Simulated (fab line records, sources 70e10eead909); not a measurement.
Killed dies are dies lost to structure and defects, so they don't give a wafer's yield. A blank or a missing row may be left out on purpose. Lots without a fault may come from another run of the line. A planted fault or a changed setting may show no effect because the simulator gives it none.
fab line records | flow nand_harc
record lots=6 wafers=18 last_day=25
route steps=1159 shown A_SOURCE_PLATE@420 A_ONON_D1@424 END@1159
lots that met no fault: from a run of the same line without faults
start_h: hours from the record's first day to the start of the lot's first wafer shown | wait_h: hours since the lot's step before | " the same as in the row above | L1.1+2: a row that stands for several wafers | - no value, or no start given | * or withheld: withheld | < > ~ a bound
route shown NAME@n: a module of which the file shows steps, and the number in the route of the first | usual: mean/standard deviation of fault-free wafers | same: alike in all rows | chamber/n: place in a boat | sites: the reading at each site | _std_site: their standard deviation | _edge_site: outer sites' mean less inner sites' | radius_mm: how far each site lies from the wafer's centre | mask NAME#n: copy n | behind: the tool/chamber that last shaped the wafer | hold: why the lot was held/for how many hours/how that ended | device: the transistor (n, p or np) that didn't switch | end of line: the same wafers' tests at the end of the route | a step without rows: its recipe alone | killed: dies lost to structure and defects at the first sort, not the wafer's yield | map: a wafer's dies, x killed, . not, _ none there
set.NAME: the setting as run; set.NAME@STEP: as run at that earlier step | model.NAME: the simulator's own value behind a step, which no gauge read
lots at some steps of the route; a table a step, a row a wafer
services: from which hour (start_h, from the record's first day; less than 0 if before it) a tool's chamber was out of use, for how many hours, and why
## steps
# step NHARC_A_SOURCE_PLATE_THK_MEAS_06
# recipe thk_meas_gauge=ellipsometry
# usual thk_nm=200.1/2.3
# columns lot.wafer tool chamber start_h wait_h thk_nm
L642.2 film_metro-01 - 175.11 0.4 196.0
L642.4 " - " " 196.8
L642.6 " - " " 196.9
L643.3 film_metro-02 - 175.11 0.4 197.6
L643.4 " - " " 199.6
L643.5 " - " " 199.7
L644.1 film_metro-02 - 183.96 0.4 198.4
L644.2 " - " " 202.5
L644.5 " - " " 199.3
L659.2 film_metro-02 - 269.26 0.4 203.9
L659.5 " - " " 201.6
L659.6 " - " " 200.8
L661.1 film_metro-01 - 285.56 0.4 200.6
L661.2 " - " " 201.4
L661.4 " - " " 201.5
L663.2 film_metro-02 - 295.02 0.4 203.0
L663.5 " - " " 203.1
L663.6 " - " " 203.4
# step NHARC_A_SOURCE_PLATE_INSPECT_08
# usual raw_defect_count=59/24
# columns lot.wafer tool chamber start_h wait_h raw_defect_count
L642.2 defect_inspect-02 - 175.17 0.0 69
L642.4 " - " " 81
L642.6 " - " " 53
L643.3 defect_inspect-01 - 175.17 0.0 39
L643.4 " - " " 25
L643.5 " - " " 16
L644.1 defect_inspect-01 - 184.02 0.0 50
L644.2 " - " " 34
L644.5 " - " " 57
L659.2 defect_inspect-01 - 269.33 0.0 37
L659.5 " - " " 56
L659.6 " - " " 55
L661.1 defect_inspect-02 - 285.64 0.0 44
L661.2 " - " " 49
L661.4 " - " " 65
L663.2 defect_inspect-01 - 295.12 0.0 41
L663.5 " - " " 56
L663.6 " - " " 38
# step NHARC_A_ONON_D1_DEP_00
# recipe target_thk_a=10000 n2_flow_sccm=2750 n2o_flow_sccm=2000 nh3_flow_sccm=500 sih4_flow_sccm=210 temp_c=400
# step NHARC_A_ONON_D1_THK_MEAS_02
# recipe thk_meas_gauge=ellipsometry
# usual thk_nm=1001/12
# columns lot.wafer tool chamber start_h wait_h thk_nm
L642.2 film_metro-01 - 175.75 - 1004
L642.4 " - " " 1005
L642.6 " - " " 1006
L643.3 film_metro-02 - 175.76 - 999
L643.4 " - " " 999
L643.5 " - " " 1003
L644.1 film_metro-02 - 184.60 - 984
L644.2 " - " " 984
L644.5 " - " " 985
L659.2 film_metro-02 - 269.91 - 1003
L659.5 " - " " 1002
L659.6 " - " " 1002
L661.1 film_metro-02 - 286.21 - 999
L661.2 " - " " 999
L661.4 " - " " 999
L663.2 film_metro-02 - 295.90 - 1016
L663.5 " - " " 1016
L663.6 " - " " 1014
# step NHARC_A_ONON_D1_DEP_03
# recipe target_thk_a=10000 n2_flow_sccm=2750 n2o_flow_sccm=2000 nh3_flow_sccm=500 sih4_flow_sccm=210 temp_c=400
# step NHARC_A_ONON_D1_THK_MEAS_05
# recipe thk_meas_gauge=ellipsometry
# usual thk_nm=998/11
# columns lot.wafer tool chamber start_h wait_h thk_nm
L642.2 film_metro-01 - 176.32 - 1002
L642.4 " - " " 1001
L642.6 " - " " 1004
L643.3 film_metro-02 - 176.32 - 1005
L643.4 " - " " 1004
L643.5 " - " " 1006
L644.1 film_metro-01 - 185.45 - 994
L644.2 " - " " 995
L644.5 " - " " 994
L659.2 film_metro-01 - 270.47 - 1007
L659.5 " - " " 1007
L659.6 " - " " 1007
L661.1 film_metro-02 - 286.80 - 1007
L661.2 " - " " 1007
L661.4 " - " " 1009
L663.2 film_metro-02 - 296.60 - 992
L663.5 " - " " 992
L663.6 " - " " 992
# step NHARC_A_ONON_D1_DEP_06
# recipe target_thk_a=10000 n2_flow_sccm=2750 n2o_flow_sccm=2000 nh3_flow_sccm=500 sih4_flow_sccm=210 temp_c=400
# step NHARC_A_ONON_D1_THK_MEAS_08
# recipe thk_meas_gauge=ellipsometry
# usual thk_nm=999/11
# columns lot.wafer tool chamber start_h wait_h thk_nm
L642.2 film_metro-01 - 176.89 - 1000
L642.4 " - " " 999
L642.6 " - " " 1000
L643.3 film_metro-02 - 176.89 - 1010
L643.4 " - " " 1008
L643.5 " - " " 1009
L644.1 film_metro-02 - 186.02 - 1002
L644.2 " - " " 1003
L644.5 " - " " 1002
L659.2 film_metro-01 - 271.16 - 1008
L659.5 " - " " 1008
L659.6 " - " " 1008
L661.1 film_metro-02 - 287.36 - 986
L661.2 " - " " 987
L661.4 " - " " 987
L663.2 film_metro-01 - 297.30 - 991
L663.5 " - " " 989
L663.6 " - " " 991
# step NHARC_A_ONON_D1_DEP_09
# recipe target_thk_a=10000 n2_flow_sccm=2750 n2o_flow_sccm=2000 nh3_flow_sccm=500 sih4_flow_sccm=210 temp_c=400
# step NHARC_A_ONON_D1_THK_MEAS_11
# recipe thk_meas_gauge=ellipsometry
# usual thk_nm=1000/12
# columns lot.wafer tool chamber start_h wait_h thk_nm
L642.2 film_metro-02 - 177.45 - 997
L642.4 " - " " 995
L642.6 " - " " 995
L643.3 film_metro-01 - 177.46 - 990
L643.4 " - " " 991
L643.5 " - " " 989
L644.1 film_metro-02 - 186.59 - 999
L644.2 " - " " 999
L644.5 " - " " 999
L659.2 film_metro-02 - 271.87 - 1016
L659.5 " - " " 1016
L659.6 " - " " 1015
L661.1 film_metro-01 - 287.93 - 1010
L661.2 " - " " 1013
L661.4 " - " " 1010
L663.2 film_metro-01 - 298.00 - 987
L663.5 " - " " 987
L663.6 " - " " 985
# step NHARC_A_ONON_D1_DEP_12
# recipe target_thk_a=10000 n2_flow_sccm=2750 n2o_flow_sccm=2000 nh3_flow_sccm=500 sih4_flow_sccm=210 temp_c=400
# usual nh3_flow_sccm=499.9/1.4 sih4_flow_sccm=210.1/0.63
# columns lot.wafer tool chamber start_h wait_h nh3_flow_sccm sih4_flow_sccm
L642.2 pecvd_onon-03 0 177.56 0.1 499.8 210.3
L642.4 " 0 " " 501.6 210.9
L642.6 " 0 " " 502.9 209.9
L643.3 pecvd_onon-02 0 177.63 0.2 500.8 210.3
L643.4 " 0 " " 501.5 210.3
L643.5 " 0 " " 498.2 210.1
L644.1 pecvd_onon-01 0 186.65 0.1 500.0 209.9
L644.2 " 0 " " 500.8 210.7
L644.5 " 0 " " 499.6 209.9
L659.2 pecvd_onon-03 0 272.11 0.2 502.6 211.0
L659.5 " 0 " " 499.8 210.1
L659.6 " 0 " " 501.1 211.2
L661.1 pecvd_onon-03 0 287.99 0.1 500.6 210.2
L661.2 " 0 " " 500.4 210.1
L661.4 " 0 " " 500.7 210.4
L663.2 pecvd_onon-01 0 298.24 0.2 498.2 210.3
L663.5 " 0 " " 500.6 209.3
L663.6 " 0 " " 499.0 209.3
# step NHARC_A_ONON_D1_THK_MEAS_14
# recipe thk_meas_gauge=ellipsometry
# usual thk_nm=1001/7.6
# columns lot.wafer tool chamber start_h wait_h thk_nm
L642.2 film_metro-02 - 178.02 - 1004
L642.4 " - " " 1005
L642.6 " - " " 1005
L643.3 film_metro-01 - 178.05 - 997
L643.4 " - " " 997
L643.5 " - " " 997
L644.1 film_metro-02 - 187.16 - 997
L644.2 " - " " 997
L644.5 " - " " 997
L659.2 film_metro-01 - 272.57 - 1465
L659.5 " - " " 1465
L659.6 " - " " 1465
L661.1 film_metro-02 - 288.50 - 1463
L661.2 " - " " 1465
L661.4 " - " " 1462
L663.2 film_metro-02 - 298.70 - 1003
L663.5 " - " " 1003
L663.6 " - " " 1004
# step NHARC_A_ONON_D1_ANNEAL_15
# recipe temp_c=750 time_s=3600
# step NHARC_END_SORT_01
# recipe temp_c=25
# usual killed_at_array=29/10 killed_at_other=0.7/1.1 killed_at_periphery=3.3/2.4 killed_dies=33/11 killed_open=3.3/2 killed_short=1.9/1.3
# same gross_dies=677
# columns lot.wafer tool chamber start_h wait_h killed_at_array killed_at_other killed_at_periphery killed_dies killed_open killed_short
L659.2 prober-01 0 575.15 2.8 670 2 5 677 4 6
L659.5 prober-01 0 577.56 3.7 673 2 2 677 1 1
L659.6 prober-01 0 578.36 4.0 675 2 0 677 5 2
L661.1 prober-01 0 582.17 2.5 674 0 3 677 3 1
L661.2 prober-01 0 582.98 2.8 675 0 2 677 3 0
L661.4 prober-01 0 584.60 3.4 675 0 2 677 4 2
# killed by level:class
L659.2 A_ONON_D1:area_dep=649 A_SLIT:chamber_film_flake=5 P_GATE:chamber_film_flake=4 A_ONON_D1:geometric_particle:short=3 A_CHANNEL_HOLE_D1:chamber_film_flake=3 A_CONTACT:chamber_film_flake=3 THIN_TSV:chamber_film_flake=2 P_M0:geometric_particle:open=1
L659.5 A_ONON_D1:area_dep=657 A_CHANNEL_HOLE_D1:chamber_film_flake=7 A_CONTACT:chamber_film_flake=3 A_SLIT:chamber_film_flake=2 THIN_TSV:chamber_film_flake=2 A_WL_FILL:geometric_particle:short=1 A_M1:geometric_particle:open=1 P_STI:chamber_film_flake=1
L659.6 A_ONON_D1:area_dep=655 A_CHANNEL_HOLE_D1:chamber_film_flake=7 A_SLIT:chamber_film_flake=3 A_CONTACT:chamber_film_flake=3 A_CONTACT:geometric_particle:open=2 A_M0:geometric_particle:open=2 THIN_TSV:chamber_film_flake=2 A_WL_FILL:geometric_particle:short=1
L661.1 A_ONON_D1:area_dep=623 A_CHANNEL_HOLE_D1:chamber_film_flake=24 A_SLIT:chamber_film_flake=19 A_SGD_CUT:geometric_particle:open=2 A_STAIRCASE:chamber_film_flake=2 A_CONTACT:chamber_film_flake=2 P_CONTACT:geometric_particle:open=1 A_CONTACT:geometric_particle:short=1
L661.2 A_ONON_D1:area_dep=621 A_CHANNEL_HOLE_D1:chamber_film_flake=31 A_SLIT:chamber_film_flake=16 A_CONTACT:chamber_film_flake=3 A_STAIRCASE:chamber_film_flake=2 P_M0:geometric_particle:open=1 A_CONTACT:geometric_particle:open=1 A_M1:geometric_particle:open=1
L661.4 A_ONON_D1:area_dep=626 A_CHANNEL_HOLE_D1:chamber_film_flake=21 A_SLIT:chamber_film_flake=18 A_CONTACT:chamber_film_flake=3 A_STAIRCASE:chamber_film_flake=2 P_STI:geometric_particle:open=1 P_M0:geometric_particle:open=1 A_ONON_D1:geometric_particle:short=1
# map L659.2 (x killed, . not)
____________x____________
_________xxxxxxx_________
_______xxxxxxxxxxx_______
______xxxxxxxxxxxxx______
_____xxxxxxxxxxxxxxx_____
____xxxxxxxxxxxxxxxxx____
____xxxxxxxxxxxxxxxxx____
___xxxxxxxxxxxxxxxxxxx___
___xxxxxxxxxxxxxxxxxxx___
__xxxxxxxxxxxxxxxxxxxxx__
__xxxxxxxxxxxxxxxxxxxxx__
_xxxxxxxxxxxxxxxxxxxxxxx_
_xxxxxxxxxxxxxxxxxxxxxxx_
_xxxxxxxxxxxxxxxxxxxxxxx_
_xxxxxxxxxxxxxxxxxxxxxxx_
_xxxxxxxxxxxxxxxxxxxxxxx_
xxxxxxxxxxxxxxxxxxxxxxxxx
xxxxxxxxxxxxxxxxxxxxxxxxx
xxxxxxxxxxxxxxxxxxxxxxxxx
xxxxxxxxxxxxxxxxxxxxxxxxx
xxxxxxxxxxxxxxxxxxxxxxxxx
_xxxxxxxxxxxxxxxxxxxxxxx_
_xxxxxxxxxxxxxxxxxxxxxxx_
_xxxxxxxxxxxxxxxxxxxxxxx_
_xxxxxxxxxxxxxxxxxxxxxxx_
_xxxxxxxxxxxxxxxxxxxxxxx_
__xxxxxxxxxxxxxxxxxxxxx__
__xxxxxxxxxxxxxxxxxxxxx__
___xxxxxxxxxxxxxxxxxxx___
___xxxxxxxxxxxxxxxxxxx___
____xxxxxxxxxxxxxxxxx____
____xxxxxxxxxxxxxxxxx____
_____xxxxxxxxxxxxxxx_____
______xxxxxxxxxxxxx______
_______xxxxxxxxxxx_______
_________xxxxxxx_________
____________x____________
# map L661.1 (x killed, . not)
____________x____________
_________xxxxxxx_________
_______xxxxxxxxxxx_______
______xxxxxxxxxxxxx______
_____xxxxxxxxxxxxxxx_____
____xxxxxxxxxxxxxxxxx____
____xxxxxxxxxxxxxxxxx____
___xxxxxxxxxxxxxxxxxxx___
___xxxxxxxxxxxxxxxxxxx___
__xxxxxxxxxxxxxxxxxxxxx__
__xxxxxxxxxxxxxxxxxxxxx__
_xxxxxxxxxxxxxxxxxxxxxxx_
_xxxxxxxxxxxxxxxxxxxxxxx_
_xxxxxxxxxxxxxxxxxxxxxxx_
_xxxxxxxxxxxxxxxxxxxxxxx_
_xxxxxxxxxxxxxxxxxxxxxxx_
xxxxxxxxxxxxxxxxxxxxxxxxx
xxxxxxxxxxxxxxxxxxxxxxxxx
xxxxxxxxxxxxxxxxxxxxxxxxx
xxxxxxxxxxxxxxxxxxxxxxxxx
xxxxxxxxxxxxxxxxxxxxxxxxx
_xxxxxxxxxxxxxxxxxxxxxxx_
_xxxxxxxxxxxxxxxxxxxxxxx_
_xxxxxxxxxxxxxxxxxxxxxxx_
_xxxxxxxxxxxxxxxxxxxxxxx_
_xxxxxxxxxxxxxxxxxxxxxxx_
__xxxxxxxxxxxxxxxxxxxxx__
__xxxxxxxxxxxxxxxxxxxxx__
___xxxxxxxxxxxxxxxxxxx___
___xxxxxxxxxxxxxxxxxxx___
____xxxxxxxxxxxxxxxxx____
____xxxxxxxxxxxxxxxxx____
_____xxxxxxxxxxxxxxx_____
______xxxxxxxxxxxxx______
_______xxxxxxxxxxx_______
_________xxxxxxx_________
____________x____________
## services
# columns tool chamber start_h hours kind
pecvd_onon-01 - 195.29 13.0 pm
pecvd_onon-02 - 292.18 13.0 pm
## key
first_sign step=NHARC_A_ONON_D1_THK_MEAS_14 reading=thk_nm direction=up sigmas=61 usual=1001 struck=1464
effect step=NHARC_END_SORT_01 reading=killed_at_array direction=up sigmas=63 usual=29 struck=674
more_kills_born_at NHARC_A_ONON_D1_DEP_12@pecvd_onon-03=3831
met_at NHARC_A_ONON_D1_DEP_12
struck_wafers L659.2,L659.5,L659.6,L661.1,L661.2,L661.4
later_rows_left_out L659.2,L659.5,L659.6,L661.1,L661.2,L661.4
tester_left_out L659,L661
onset_between 177.56 272.11
fault kind=process_parameter_drift tool=pecvd_onon-03 chamber=0 onset_h=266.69 steps=NHARC_A_ONON_D1_DEP_12 channel=target_thk_a offset=* shape=step end_h=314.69 acts_in=* stated=*
# tester_left_out: of these lots the tester's yield and bins aren't shown, on N5 and GAA mostly nor the transistor test; their killed dies are dies lost to structure and defects alone, not to doping, threshold or leakage, so they don't give the yield
# later_rows_left_out: the simulator's readings of these wafers behind a module that went badly wrong aren't trusted and aren't shown, but for the sort
